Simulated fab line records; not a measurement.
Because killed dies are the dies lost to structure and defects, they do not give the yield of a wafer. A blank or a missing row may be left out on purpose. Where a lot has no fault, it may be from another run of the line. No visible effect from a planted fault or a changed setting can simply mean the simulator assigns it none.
Which of the tools did it? | flow n5-finfet | Sampling: 10 lots, 28 wafers, 5 of 1938 route steps

WHAT THE GAUGES READ, wafer by wafer
N5_BEOL_M4_RC_MEAS_101.
lot  | measured     | on        | DIBL_N (mV/V)
L928 | day 9 04:24  | prober-01 | 35.0 36.1 37.3
L930 | day 9 14:58  | prober-02 | 34.4 39.7 37.1
L931 | day 9 20:05  | prober-02 | 35.8 36.5 36.2
L932 | day 9 15:22  | prober-01 | 36.4 33.6 34.9
L933 | day 10 08:25 | prober-01 | 38.0 37.1 38.6
L936 | day 11 12:47 | prober-02 | 35.3 35.3 32.9
L943 | day 12 11:32 | prober-01 | 35.1 38.2
L942 | day 12 08:46 | prober-02 | 37.2 34.7 36.0
L945 | day 14 07:23 | prober-02 | 33.7 33.0
L946 | day 13 14:39 | prober-02 | 34.0 32.3 35.7

WHAT TOOL EACH LOT RAN ON (gives the tool, then ch and the chambers of the sampled wafers, and finally the start)
lot  | N5_BEOL_M1_STRIP_97                           | N5_BEOL_M1_DEGAS_44          | N5_BEOL_M1_ALD_84                  | N5_BEOL_M1_CVD_47
L928 | rie-diel-06 ch 1,2,3, day 7 04:19 or earlier  | pvd-sputter-03, day 7 04:19  | ald-metal-02 ch 1,3, day 7 04:25   | cvd-co-01 ch 0,1,2, day 7 04:42
L930 | rie-diel-06 ch 0,2,3, day 7 19:39 or earlier  | pvd-sputter-03, day 7 19:39  | ald-metal-04 ch 0,1,3, day 7 19:45 | cvd-co-02 ch 0,1, day 7 20:07
L931 | rie-diel-06 ch 0,1,2, day 7 20:03 or earlier  | pvd-sputter-03, day 7 20:03  | ald-metal-01 ch 1,3, day 7 20:12   | cvd-co-01 ch 0,1, day 7 21:49
L932 | rie-diel-02 ch 1,2,3, day 8 04:13 or earlier  | pvd-sputter-02, day 8 04:13  | ald-metal-01 ch 1,2, day 8 04:19   | cvd-co-01 ch 0,1,2, day 8 04:46
L933 | rie-diel-06 ch 2,3, day 8 04:14 or earlier    | pvd-sputter-01, day 8 04:14  | ald-metal-02 ch 0,1,2, day 8 04:28 | cvd-co-02 ch 0,1, day 8 04:47
L936 | rie-diel-06 ch 0,2,3, day 9 12:02 or earlier  | pvd-sputter-02, day 9 12:02  | ald-metal-01 ch 2,3, day 9 12:08   | cvd-co-02 ch 0,1,2, day 9 14:05
L943 | rie-diel-02 ch 2,3, day 10 11:13 or earlier   | pvd-sputter-03, day 10 11:13 | ald-metal-01 ch 0,1, day 10 11:20  | cvd-co-01 ch 0, day 10 11:41
L942 | rie-diel-06 ch 0,2, day 10 11:17 or earlier   | pvd-sputter-01, day 10 11:17 | ald-metal-04 ch 2,3, day 10 11:24  | cvd-co-02 ch 1,2, day 10 11:49
L945 | rie-diel-02 ch 3, day 11 09:04 or earlier     | pvd-sputter-02, day 11 09:04 | ald-metal-01 ch 2,3, day 11 09:10  | cvd-co-01 ch 0,1, day 11 09:50
L946 | rie-diel-02 ch 0,1,2, day 11 14:50 or earlier | pvd-sputter-01, day 11 14:50 | ald-metal-01 ch 0,3, day 11 14:56  | cvd-co-01 ch 0,2, day 11 15:17
- N5_BEOL_M1_STRIP_97: strips in N2/H2, time 10 s.
- N5_BEOL_M1_DEGAS_44: time 60 s.
- N5_BEOL_M1_ALD_84: deposits TaN, pulse time 2 s, purge time 3 s, co reactant purge time 2 s.
- N5_BEOL_M1_CVD_47: deposits Co from CCTBA/H2, target thk 3 nm, time 223.8 s.

THE ANSWER, worked out from the rows above alone
Rule: the lots themselves supply what counts as usual. The widest of any qualifying gaps counts: lots, ordered by their means at a reading, are off when they make up no more than a third of the lots, leave a main group of 4 or more, and stand apart from it by 3 or more times the standard deviation of that group's means. A main group is skipped when, at the precision printed for the reading in the tables above, its means are all equal. Also off: a lot with no number at a reading for which 4 or more lots have one. The other lots that the step has rows for count as sound.
Nothing can be told from this: no lot is off at any reading shown.

WHAT HAD BEEN PUT IN BY THE SIMULATOR
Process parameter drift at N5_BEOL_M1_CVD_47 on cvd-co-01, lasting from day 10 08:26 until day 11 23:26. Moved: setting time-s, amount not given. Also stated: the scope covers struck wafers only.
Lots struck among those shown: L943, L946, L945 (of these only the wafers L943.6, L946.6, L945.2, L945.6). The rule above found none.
